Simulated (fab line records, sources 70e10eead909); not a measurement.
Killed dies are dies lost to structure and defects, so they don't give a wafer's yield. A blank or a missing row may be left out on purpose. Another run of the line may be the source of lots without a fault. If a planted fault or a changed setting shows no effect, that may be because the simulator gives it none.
Check for tools in common + flow nandHarc + 2 lots, 6 wafers sampled

== THE REASON FOR OPENING IT ==
At NHARC_END_SORT_01 the reading killedAtArray is flagged on 2 of 2 lots. Wafers without a fault read 27, standard deviation 11.
Rule: flag the lot when none of its wafers has a number, or when each of its wafers that has one lies beyond 4 standard deviations from that mean. The rest of the lots are taken to be sound.

| lot  | measured     | on        | killedAtArray, wafer by wafer | flag    |
|------|--------------|-----------|-------------------------------|---------|
| L249 | day 22 05:56 | prober-01 | 92 98 97                      | FLAGGED |
| L252 | day 23 07:19 | prober-02 | 80 100 115                    | FLAGGED |
On average the flagged lots' numbers are 97, which is +70 against the usual, or +6 standard deviations.

== EACH LOT AND THE TOOL IT RAN ON ==
The record holds 1 process step before the reading, out of a route of 1159 steps. Every cell lists first the tool, next ch and the chambers used by the sampled wafers, and last the start.
| lot  | flag    | NHARC_A_ONON_D1_DEP_03          |
|------|---------|---------------------------------|
| L249 | FLAGGED | pecvdOnon-04 ch 0, day 10 16:20 |
| L252 | FLAGGED | pecvdOnon-04 ch 0, day 11 20:14 |
What the steps here do:
- NHARC_A_ONON_D1_DEP_03: target thk 1000 nm.
- NHARC_END_SORT_01

== FLAGGED AGAINST TOTAL, ONE TOOL AT A TIME (gauges that did the reading follow at the end) ==
| step                   | tool         | lots run | flagged | share of the flagged lots | sound lots run after its first flagged lot |
|------------------------|--------------|----------|---------|---------------------------|--------------------------------------------|
| NHARC_A_ONON_D1_DEP_03 | pecvdOnon-04 | 2        | 2       | all                       | 0                                          |
| NHARC_END_SORT_01      | prober-01    | 1        | 1       | some                      | 0                                          |
| NHARC_END_SORT_01      | prober-02    | 1        | 1       | some                      | 0                                          |

== WHAT THE TABLE ALLOWS ==
In the table, 1 row covers all flagged lots: pecvdOnon-04 at NHARC_A_ONON_D1_DEP_03.
- pecvdOnon-04 at NHARC_A_ONON_D1_DEP_03 ran 2 lots, 2 of them flagged. In this sample it ran no sound lot ahead of its first flagged lot, so there is no way to narrow down the start.
Left over: one tool, pecvdOnon-04 at NHARC_A_ONON_D1_DEP_03.

== WHAT THE SIMULATOR HAD INSERTED ==
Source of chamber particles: pecvdOnon-04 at NHARC_A_ONON_D1_DEP_03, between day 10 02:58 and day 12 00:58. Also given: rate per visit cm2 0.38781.
Shown lots that were struck: L249, L252. The rule above found the same.
